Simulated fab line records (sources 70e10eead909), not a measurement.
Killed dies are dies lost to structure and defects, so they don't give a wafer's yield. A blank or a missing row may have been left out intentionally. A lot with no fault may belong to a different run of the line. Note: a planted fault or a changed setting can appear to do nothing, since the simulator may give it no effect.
Which of the tools did it?	flow nand-harc	22 lots, 66 wafers sampled, at 6 steps of a route of 1302

## WHAT EACH GAUGE READ, for each wafer
No reading from a measuring or inspecting step in the record can be judged against a usual standard deviation.

## WHAT TOOL EACH LOT RAN ON (gives the tool, then ch and the chambers of the sampled wafers, and finally the start)
lot	NHARC_A_STAIRCASE_ETCH_169	NHARC_A_STAIRCASE_DESCUM_11	NHARC_A_STAIRCASE_TRIM_24	NHARC_A_STAIRCASE_ETCH_190	NHARC_A_STAIRCASE_ETCH_197	NHARC_A_STAIRCASE_ETCH_199
L075	rie-diel-02 ch 1,2, day 15 15:20	rie-diel-02 ch 0,2,3, day 15 17:07	rie-diel-02 ch 0,3, no start	rie-diel-10 ch 1,2,3, no start	rie-diel-02 ch 0,1,3, no start	rie-diel-02 ch 0,1,2, no start
L074	rie-diel-02 ch 0,2, day 15 15:38	rie-diel-10 ch 0,1,2, day 15 17:23	rie-diel-10 ch 0,2, no start	rie-diel-02 ch 1,2,3, no start	rie-diel-09 ch 0,2,3, no start	rie-diel-09 ch 0,1,3, no start
L076	rie-diel-02 ch 0,1,2, day 16 11:31	rie-diel-09 ch 0,1,2, day 16 13:23	rie-diel-09 ch 1,2,3, no start	rie-diel-02 ch 1,2,3, no start	rie-diel-10 ch 0,1,2, no start	rie-diel-10 ch 0,2,3, no start
L077	rie-diel-02 ch 0,1, day 16 11:39	rie-diel-09 ch 0,3, day 16 13:34	rie-diel-02 ch 0,2, no start	rie-diel-02 ch 1,3, no start	rie-diel-09 ch 0,3, no start	rie-diel-09 ch 0,1,2, no start
L078	rie-diel-02 ch 2,3, day 17 03:43	rie-diel-09 ch 0,2, day 17 05:32	rie-diel-09 ch 0,1,2, no start	rie-diel-02 ch 0,3, no start	rie-diel-02 ch 0,1, no start	rie-diel-10 ch 1,2,3, no start
L080	rie-diel-09 ch 0,2,3, day 17 14:51	rie-diel-09 ch 1,2,3, day 17 16:41	rie-diel-10 ch 0,2,3, no start	rie-diel-09 ch 0,1,3, no start	rie-diel-02 ch 0,2,3, no start	rie-diel-02 ch 0,2,3, no start
L081	rie-diel-10 ch 0,1,2, day 18 00:04	rie-diel-02 ch 0,1,2, day 18 01:48	rie-diel-10 ch 0,1,3, no start	rie-diel-02 ch 0,1,3, no start	rie-diel-09 ch 0,1,2, no start	rie-diel-09 ch 1,2,3, no start
L079	rie-diel-09 ch 2,3, day 18 00:13	rie-diel-09 ch 1,3, day 18 02:05	rie-diel-02 ch 0,3, no start	rie-diel-02 ch 0,3, no start	rie-diel-10 ch 1,2,3, no start	rie-diel-10 ch 1,3, no start
L083	rie-diel-02 ch 0,2,3, day 19 04:55	rie-diel-10 ch 0,2, day 19 06:46	rie-diel-09 ch 0,1, no start	rie-diel-10 ch 0,1,3, no start	rie-diel-02 ch 1,2,3, no start	rie-diel-02 ch 2,3, no start
L082	rie-diel-02 ch 0,1,3, day 19 05:05	rie-diel-02 ch 1,2, day 19 06:56	rie-diel-02 ch 1,2, no start	rie-diel-09 ch 2,3, no start	rie-diel-10 ch 1,2, no start	rie-diel-10 ch 0,2, no start
L084	rie-diel-02 ch 0,1,2, day 20 01:36	rie-diel-02 ch 0,1,2, day 20 03:14	rie-diel-02 ch 1,2, no start	rie-diel-09 ch 0,2,3, no start	rie-diel-09 ch 0,2,3, no start	rie-diel-09 ch 2,3, no start
L085	rie-diel-02 ch 2,3, day 20 08:56	rie-diel-09 ch 1,2,3, day 20 10:49	rie-diel-09 ch 1,2,3, no start	rie-diel-02 ch 0,2,3, no start	rie-diel-02 ch 0,3, no start	rie-diel-02 ch 0,1,3, no start
L086	rie-diel-09 ch 0,1,2, day 20 13:11	rie-diel-02 ch 2,3, day 20 14:49	rie-diel-09 ch 1,2, no start	rie-diel-02 ch 2,3, no start	rie-diel-09 ch 0,3, no start	rie-diel-09 ch 0,2,3, no start
L088	rie-diel-09 ch 0,1,3, day 21 15:37	rie-diel-10 ch 0,1,2, day 21 17:25	rie-diel-10 ch 0,1, no start	rie-diel-02 ch 1,2, no start	rie-diel-10 ch 0,3, no start	rie-diel-10 ch 0,1,3, no start
L089	rie-diel-10 ch 0,1,2, day 21 15:46	rie-diel-10 ch 2,3, day 21 17:47	rie-diel-02 ch 1,2, no start	rie-diel-02 ch 0,1,3, no start	rie-diel-02 ch 0,2,3, no start	rie-diel-02 ch 0,1, no start
L090	rie-diel-10 ch 0,1,3, day 22 11:22	rie-diel-10 ch 0,2,3, day 22 13:08	rie-diel-02 ch 0,2,3, no start	rie-diel-02 ch 0,2,3, no start	rie-diel-02 ch 0,1,3, no start	rie-diel-02 ch 0,1,3, no start
L091	rie-diel-10 ch 0,2,3, day 22 11:33	rie-diel-10 ch 0,2,3, day 22 13:26	rie-diel-10 ch 0,1,2, no start	rie-diel-09 ch 0,2,3, no start	rie-diel-09 ch 0,1,2, no start	rie-diel-09 ch 1,2,3, no start
L093	rie-diel-09 ch 0,1,2, day 23 01:31	rie-diel-09 ch 0,1,3, day 23 03:22	rie-diel-09 ch 0,1,2, no start	rie-diel-10 ch 0,1,3, no start	rie-diel-02 ch 1,2,3, no start	rie-diel-02 ch 0,1,2, no start
L092	rie-diel-09 ch 0,1,3, day 23 01:41	rie-diel-02 ch 0,1, day 23 03:32	rie-diel-02 ch 0,2, no start	rie-diel-10 ch 0,1,2, no start	rie-diel-10 ch 1,2,3, no start	rie-diel-10 ch 0,2,3, no start
L094	rie-diel-10 ch 1,3, day 24 02:43	rie-diel-10 ch 0,3, day 24 04:21	rie-diel-09 ch 0,1,2, day 24 09:32 or earlier	rie-diel-09 ch 0,3, day 24 09:32 or earlier	rie-diel-02 ch 0,2, day 24 09:32	rie-diel-02 ch 0,2, no start
L095	rie-diel-09 ch 0,1,2, day 24 03:01	rie-diel-10 ch 0,1,3, day 24 05:27	rie-diel-10 ch 1,2,3, no start	rie-diel-10 ch 1,2,3, no start	rie-diel-10 ch 0,2,3, no start	rie-diel-10 ch 1,2,3, no start
L096	rie-diel-10 ch 2,3, day 24 17:03	rie-diel-02 ch 0, day 24 18:41	rie-diel-09 ch 0,1, no start	rie-diel-10 ch 1,2,3, no start	rie-diel-09 ch 0,1,2, no start	rie-diel-09 ch 1,2, no start
- NHARC_A_STAIRCASE_ETCH_169: etches the open film in CH3F/O2, target depth 50 nm, time 107.1 s.
- NHARC_A_STAIRCASE_DESCUM_11: chemistry O2, time 3 s.
- NHARC_A_STAIRCASE_TRIM_24: chemistry O2, time 211.2 s.
- NHARC_A_STAIRCASE_ETCH_190: etches the open film in C4F8/O2, target depth 100 nm, time 40.5 s.
- NHARC_A_STAIRCASE_ETCH_197: etches the open film in C4F8/O2, target depth 100 nm, time 40.5 s.
- NHARC_A_STAIRCASE_ETCH_199: etches the open film in C4F8/O2, target depth 100 nm, time 40.5 s.

## WHAT THE TOOLS THEMSELVES READ (means of the sampled wafers that have a number; where no wafer has one, the mark that the record gives instead)
NHARC_A_STAIRCASE_ETCH_169. Usual: drypump-motor-current-A 5.9 A, standard deviation 0.38; oes-product-au 0.956 a.u., standard deviation 0.018; rf-fwd-power-W 496.8 W, standard deviation 2; rf-vpp-V 244.4 V, standard deviation 1.6; showerhead-plenum-p-Torr 2.47 Torr, standard deviation 0.1; throttle-valve-pct 20.662 %, standard deviation 0.0087.
lot	tool	drypump-motor-current-A (A)	oes-product-au (a.u.)	rf-fwd-power-W (W)	rf-vpp-V (V)	showerhead-plenum-p-Torr (Torr)	throttle-valve-pct (%)	flag
L075	rie-diel-02	6.1	0.952	496.7	245.9	2.57	20.655	
L074	rie-diel-02	6.2	0.940	498.3	246.4	2.64	20.660	
L076	rie-diel-02	6.1	0.928	498.3	246.1	2.60	20.662	
L077	rie-diel-02	6.0	0.926	495.6	246.1	2.60	20.662	
L078	rie-diel-02	6.1	0.960	497.0	245.7	2.55	20.661	
L080	rie-diel-09	6.0	0.956	497.9	243.6	2.40	20.658	
L081	rie-diel-10	5.5	0.953	496.4	244.5	2.44	20.651	
L079	rie-diel-09	6.0	0.965	498.8	243.5	2.37	20.655	
L083	rie-diel-02	6.0	0.979	497.1	245.3	2.55	20.665	
L082	rie-diel-02	5.8	0.947	499.2	244.6	2.51	20.659	
L084	rie-diel-02	6.2	0.942	498.9	246.4	2.59	20.660	
L085	rie-diel-02	6.2	0.962	497.8	246.3	2.54	20.663	
L086	rie-diel-09	6.1	0.967	497.5	243.5	2.38	20.665	
L088	rie-diel-09	6.0	0.959	496.2	243.2	2.42	20.662	
L089	rie-diel-10	5.5	0.964	495.2	244.5	2.43	20.662	
L090	rie-diel-10	5.6	0.965	495.1	243.0	2.42	20.656	
L091	rie-diel-10	5.9	0.949	497.6	244.2	2.40	20.659	
L093	rie-diel-09	6.1	0.973	495.8	242.9	2.37	20.660	
L092	rie-diel-09	6.0	0.951	497.3	244.6	2.41	20.667	
L094	rie-diel-10	5.8	0.954	495.1	243.5	2.43	20.659	
L095	rie-diel-09	6.1	0.960	496.6	242.0	2.37	20.669	
L096	rie-diel-10	5.9	0.975	496.6	242.7	2.40	20.656	

NHARC_A_STAIRCASE_DESCUM_11. Usual: drypump-motor-current-A 5.9 A, standard deviation 0.36; oes-product-au 0.998 a.u., standard deviation 0.0098; rf-vpp-V 57.7 V, standard deviation 0.88; showerhead-plenum-p-Torr 1.91 Torr, standard deviation 0.077; throttle-valve-pct 11.310 %, standard deviation 0.0095.
lot	tool	drypump-motor-current-A (A)	oes-product-au (a.u.)	rf-vpp-V (V)	showerhead-plenum-p-Torr (Torr)	throttle-valve-pct (%)	flag
L075	rie-diel-02	6.0	1.002	57.8	1.99	11.319	
L074	rie-diel-10	5.5	0.991	57.6	1.90	11.302	
L076	rie-diel-09	6.2	1.001	58.0	1.85	11.314	
L077	rie-diel-09	5.9	0.994	57.2	1.91	11.315	
L078	rie-diel-09	6.1	1.007	57.2	1.83	11.317	
L080	rie-diel-09	6.1	0.999	57.5	1.86	11.303	
L081	rie-diel-02	6.1	0.994	58.3	2.03	11.320	
L079	rie-diel-09	5.9	0.995	57.1	1.90	11.309	
L083	rie-diel-10	5.7	0.993	56.8	1.87	11.321	
L082	rie-diel-02	6.0	1.000	57.9	1.99	11.302	
L084	rie-diel-02	6.2	0.994	57.8	2.02	11.304	
L085	rie-diel-09	6.1	0.996	58.4	1.85	11.300	
L086	rie-diel-02	5.8	0.993	58.1	1.91	11.305	
L088	rie-diel-10	5.5	0.991	57.6	1.89	11.303	
L089	rie-diel-10	6.1	0.989	58.2	1.87	11.318	
L090	rie-diel-10	5.9	1.001	57.6	1.86	11.304	
L091	rie-diel-10	5.9	0.997	58.9	1.86	11.308	
L093	rie-diel-09	6.0	1.002	56.7	1.88	11.313	
L092	rie-diel-02	5.9	1.010	57.6	1.98	11.304	
L094	rie-diel-10	5.9	0.981	57.8	1.85	11.321	
L095	rie-diel-10	5.7	0.988	58.3	1.88	11.314	
L096	rie-diel-02	6.1	0.995	58.1	2.04	11.305	

NHARC_A_STAIRCASE_TRIM_24. Usual: drypump-motor-current-A 5.9 A, standard deviation 0.38; oes-product-au 0.998 a.u., standard deviation 0.01; rf-vpp-V 57.8 V, standard deviation 0.89; showerhead-plenum-p-Torr 3.53 Torr, standard deviation 0.14; throttle-valve-pct 17.037 %, standard deviation 0.0096.
lot	tool	drypump-motor-current-A (A)	oes-product-au (a.u.)	rf-vpp-V (V)	showerhead-plenum-p-Torr (Torr)	throttle-valve-pct (%)	flag
L075	rie-diel-02	5.7	0.994	58.9	3.54	17.038	
L074	rie-diel-10	5.8	0.982	57.6	3.47	17.037	
L076	rie-diel-09	6.1	1.003	57.3	3.44	17.040	
L077	rie-diel-02	6.2	0.994	58.0	3.78	17.037	
L078	rie-diel-09	6.1	1.006	57.1	3.43	17.028	
L080	rie-diel-10	5.9	1.003	57.9	3.47	17.032	
L081	rie-diel-10	5.6	0.993	57.9	3.50	17.028	
L079	rie-diel-02	5.9	1.002	56.8	3.66	17.044	
L083	rie-diel-09	6.1	1.005	58.3	3.46	17.034	
L082	rie-diel-02	6.0	0.997	57.7	3.66	17.025	
L084	rie-diel-02	6.2	0.989	58.4	3.71	17.034	
L085	rie-diel-09	6.1	0.991	58.0	3.43	17.038	
L086	rie-diel-09	6.2	0.993	57.8	3.40	17.033	
L088	rie-diel-10	5.5	0.996	57.7	3.47	17.029	
L089	rie-diel-02	6.3	0.995	59.2	3.70	17.049	
L090	rie-diel-02	6.0	0.998	58.0	3.63	17.035	
L091	rie-diel-10	5.5	0.994	57.9	3.48	17.033	
L093	rie-diel-09	6.1	1.011	57.2	3.40	17.040	
L092	rie-diel-02	6.4	0.994	57.8	3.75	17.042	
L094	rie-diel-09	6.1	1.016	58.0	3.40	17.031	
L095	rie-diel-10	5.7	1.002	57.3	3.48	17.045	
L096	rie-diel-09	6.2	1.005	57.7	3.44	17.038	

NHARC_A_STAIRCASE_ETCH_190. Usual: oes-product-au 0.938 a.u., standard deviation 0.014; rf-fwd-power-W 592 W, standard deviation 3.4; rf-vpp-V 896 V, standard deviation 5.1.
lot	tool	oes-product-au (a.u.)	rf-fwd-power-W (W)	rf-vpp-V (V)	flag
L075	rie-diel-10	0.937	589	896	
L074	rie-diel-02	0.936	594	899	
L076	rie-diel-02	0.931	595	899	
L077	rie-diel-02	0.938	594	897	
L078	rie-diel-02	0.952	595	901	
L080	rie-diel-09	0.932	589	895	
L081	rie-diel-02	0.948	594	898	
L079	rie-diel-02	0.949	594	896	
L083	rie-diel-10	0.949	589	894	
L082	rie-diel-09	0.959	595	893	
L084	rie-diel-09	0.943	594	893	
L085	rie-diel-02	0.927	593	900	
L086	rie-diel-02	0.918	594	899	
L088	rie-diel-02	0.921	593	903	
L089	rie-diel-02	0.930	592	899	
L090	rie-diel-02	0.924	595	900	
L091	rie-diel-09	0.955	594	893	
L093	rie-diel-10	0.930	591	894	
L092	rie-diel-10	0.937	591	894	
L094	rie-diel-09	0.968	593	895	
L095	rie-diel-10	0.945	591	894	
L096	rie-diel-10	0.924	587	894	

NHARC_A_STAIRCASE_ETCH_197. Usual: oes-product-au 0.949 a.u., standard deviation 0.018; rf-fwd-power-W 592 W, standard deviation 3.5; rf-vpp-V 896 V, standard deviation 5.2.
lot	tool	oes-product-au (a.u.)	rf-fwd-power-W (W)	rf-vpp-V (V)	flag
L075	rie-diel-02	0.953	594	898	
L074	rie-diel-09	0.965	595	894	
L076	rie-diel-10	0.965	590	894	
L077	rie-diel-09	0.917	592	896	
L078	rie-diel-02	0.946	594	901	
L080	rie-diel-02	0.966	594	900	
L081	rie-diel-09	0.974	590	891	
L079	rie-diel-10	0.963	590	894	
L083	rie-diel-02	0.969	593	899	
L082	rie-diel-10	0.970	590	895	
L084	rie-diel-09	0.947	593	892	
L085	rie-diel-02	0.962	595	900	
L086	rie-diel-09	0.918	592	895	
L088	rie-diel-10	0.923	592	893	
L089	rie-diel-02	0.942	595	900	
L090	rie-diel-02	0.948	592	898	
L091	rie-diel-09	0.946	589	891	
L093	rie-diel-02	0.945	594	898	
L092	rie-diel-10	0.947	589	895	
L094	rie-diel-02	0.948	595	904	
L095	rie-diel-10	0.946	592	893	
L096	rie-diel-09	0.961	590	891	

NHARC_A_STAIRCASE_ETCH_199. Usual: oes-product-au 0.947 a.u., standard deviation 0.013; rf-fwd-power-W 592 W, standard deviation 3.6; rf-vpp-V 896 V, standard deviation 4.8.
lot	tool	oes-product-au (a.u.)	rf-fwd-power-W (W)	rf-vpp-V (V)	flag
L075	rie-diel-02	0.945	593	903	
L074	rie-diel-09	0.958	591	896	
L076	rie-diel-10	0.953	592	893	
L077	rie-diel-09	0.931	592	892	
L078	rie-diel-10	0.974	592	895	
L080	rie-diel-02	0.957	595	900	
L081	rie-diel-09	0.956	590	893	
L079	rie-diel-10	0.957	591	895	
L083	rie-diel-02	0.955	593	899	
L082	rie-diel-10	0.940	590	893	
L084	rie-diel-09	0.935	594	893	
L085	rie-diel-02	0.952	594	899	
L086	rie-diel-09	0.936	593	893	
L088	rie-diel-10	0.942	592	895	
L089	rie-diel-02	0.962	594	900	
L090	rie-diel-02	0.946	594	898	
L091	rie-diel-09	0.940	593	892	
L093	rie-diel-02	0.950	594	902	
L092	rie-diel-10	0.939	591	893	
L094	rie-diel-02	0.934	593	904	
L095	rie-diel-10	0.946	589	894	
L096	rie-diel-09	0.949	589	890	

## THE ANSWER, worked out from the rows above alone
Rule: a lot counts as off when the mean over its wafers that have a number is more than 3 standard deviations away from the usual mean. A lot without any number at a reading at which 4 lots or more have one is off too. All remaining lots with rows at the step are treated as sound. Order of review: gauges by route order, followed by the tools' own readings, for which a lot's mean as printed above is used. The first step at which some lot is off is used, and at that step the reading that is off furthest; a lot without a number counts as furthest.
Nothing can be told from this: no lot is off at any reading shown.

## WHAT THE SIMULATOR PUT IN
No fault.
